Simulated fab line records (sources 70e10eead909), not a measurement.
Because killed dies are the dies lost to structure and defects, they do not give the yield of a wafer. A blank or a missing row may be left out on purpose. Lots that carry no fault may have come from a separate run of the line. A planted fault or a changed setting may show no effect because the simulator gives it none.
Chamber matching + flow nand_harc + 4 sister chambers for NHARC_P_M1_DESCUM_14 on rie_diel-02
The step chemistry O2, time 3 s. 8 wafers are shown with their chamber, then 9 later ones without.

== EACH WAFER AND ITS CHAMBER ==
| wafer  | chamber | rf_vpp_V (V) | oes_product_au (a.u.) |
|--------|---------|--------------|-----------------------|
| L081.1 | 1       | 58.3         | 0.997                 |
| L081.2 | 0       | 58.1         | 0.999                 |
| L084.2 | 1       | 57.1         | 1.013                 |
| L084.5 | 0       | 57.2         | 1.001                 |
| L084.6 | 3       | 57.2         | 1.005                 |
| L085.1 | 2       | 58.3         | 1.000                 |
| L085.3 | 3       | 57.7         | 1.018                 |
| L085.6 | 2       | 58.3         | 0.998                 |

== WAFERS WITHOUT THEIR CHAMBER ==
| wafer  | rf_vpp_V (V) | oes_product_au (a.u.) |
|--------|--------------|-----------------------|
| L090.1 | 57.9         | 0.991                 |
| L090.4 | 58.5         | 1.007                 |
| L090.5 | 57.7         | 0.992                 |
| L091.2 | 55.4         | 1.016                 |
| L091.4 | 58.9         | 1.018                 |
| L091.5 | 57.3         | 1.021                 |
| L094.1 | 58.2         | 1.005                 |
| L094.2 | 59.4         | 0.988                 |
| L094.5 | 57.6         | 0.987                 |

== EACH ONE'S CHAMBER ==
| wafer  | from the rows above               | in truth |
|--------|-----------------------------------|----------|
| L090.1 | can't be placed: 2 or 0 or 1 or 3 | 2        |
| L090.4 | can't be placed: 2 or 1 or 0 or 3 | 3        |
| L090.5 | can't be placed: 0 or 2 or 1 or 3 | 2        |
| L091.2 | can't be placed: 3 or 1 or 0 or 2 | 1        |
| L091.4 | can't be placed: 3 or 1 or 2 or 0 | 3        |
| L091.5 | can't be placed: 3 or 1 or 0      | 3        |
| L094.1 | can't be placed: 2 or 1 or 0 or 3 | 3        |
| L094.2 | can't be placed: 2 or 0 or 1      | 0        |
| L094.5 | can't be placed: 0 or 2 or 1 or 3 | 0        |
Correctly placed: 0 of 9. Unplaceable from these rows: 9, with the true chamber sitting among the candidates in 9. 0 placed wrongly.
How it was worked out, from the rows above alone: a wafer's distance from a chamber is the root of the sum, over the readings, of the square of ((its reading less the chamber's mean) divided by the reading's scatter). If the next closest chamber is less than 2 further off than the closest, the wafer can't be placed; otherwise it belongs to the closest. A chamber's mean is the mean of its shown wafers. The scatter: take each reading less its chamber's mean, square it, sum over the shown wafers, divide by the number of wafers less the number of chambers, and take the root.
